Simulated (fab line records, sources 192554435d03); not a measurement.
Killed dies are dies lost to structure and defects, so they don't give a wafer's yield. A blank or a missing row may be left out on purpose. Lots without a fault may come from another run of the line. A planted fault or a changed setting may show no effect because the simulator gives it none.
Chamber matching | flow n5_finfet | N5_BEOL_M8_VIA_ETCH_34 on rie_diel-01: 4 sister chambers
The step etches SiCOH lowk in C4F6/O2, target depth 125.5 nm, time 50.5 s. 14 wafers are shown with their chamber, then 7 later ones without.

WAFERS WITH THEIR CHAMBER
wafer  | chamber | showerhead_plenum_p_Torr (Torr) | rf_vpp_V (V) | drypump_motor_current_A (A)
L075.3 | 2       | 2.82                            | 654          | 5.1
L075.5 | 1       | 3.00                            | 706          | 5.9
L075.6 | 2       | 2.82                            | 655          | 5.1
L078.1 | 0       | 2.93                            | 654          | 6.3
L078.3 | 1       | 3.00                            | 705          | 5.8
L078.6 | 2       | 2.82                            | 654          | 5.1
L083.2 | 0       | 2.93                            | 655          | 6.2
L083.5 | 0       | 2.92                            | 655          | 6.2
L083.6 | 1       | 2.99                            | 707          | 5.8
L088.1 | 3       | 2.71                            | 673          | 5.0
L088.2 | 1       | 2.99                            | 704          | 5.8
L088.6 | 0       | 2.92                            | 653          | 6.3
L089.1 | 0       | 2.92                            | 653          | 6.2
L089.2 | 1       | 2.99                            | 705          | 5.8

SIGNATURES (means of the wafers above)
reading                  | chamber 0 | chamber 1 | chamber 2 | chamber 3 | scatter within a chamber
showerhead_plenum_p_Torr | 2.9240    | 2.9940    | 2.8200    | 2.7100    | 0.0049
rf_vpp_V                 | 654.00    | 705.40    | 654.33    | 673.00    | 0.993
drypump_motor_current_A  | 6.240     | 5.820     | 5.100     | 5.000     | 0.0447
Rule: a wafer's distance from a chamber is the root of the sum, over the readings, of the square of ((its reading less the chamber's mean) divided by the reading's scatter). The wafer belongs to the nearest chamber; if the next one is less than 2 further off, it can't be placed. The scatter: the root of (the sum of the squares of (reading less its chamber's mean) over the shown wafers, divided by (wafers less chambers)).

WAFERS WITHOUT THEIR CHAMBER
wafer  | showerhead_plenum_p_Torr (Torr) | rf_vpp_V (V) | drypump_motor_current_A (A)
L089.6 | 2.70                            | 673          | 5.1
L091.1 | 2.70                            | 673          | 5.1
L091.4 | 2.91                            | 653          | 6.3
L091.5 | 2.91                            | 654          | 6.2
L097.1 | 2.91                            | 654          | 6.2
L097.4 | 2.98                            | 706          | 5.8
L097.6 | 2.91                            | 652          | 6.2

WHICH CHAMBER EACH WENT THROUGH
wafer  | from the rows above | in truth
L089.6 | 3                   | 3
L091.1 | 3                   | 3
L091.4 | 0                   | 0
L091.5 | 0                   | 0
L097.1 | 0                   | 0
L097.4 | 1                   | 1
L097.6 | 0                   | 0
Placed correctly: 7 of 7. Can't be placed from these rows: 0. Placed wrongly: 0.
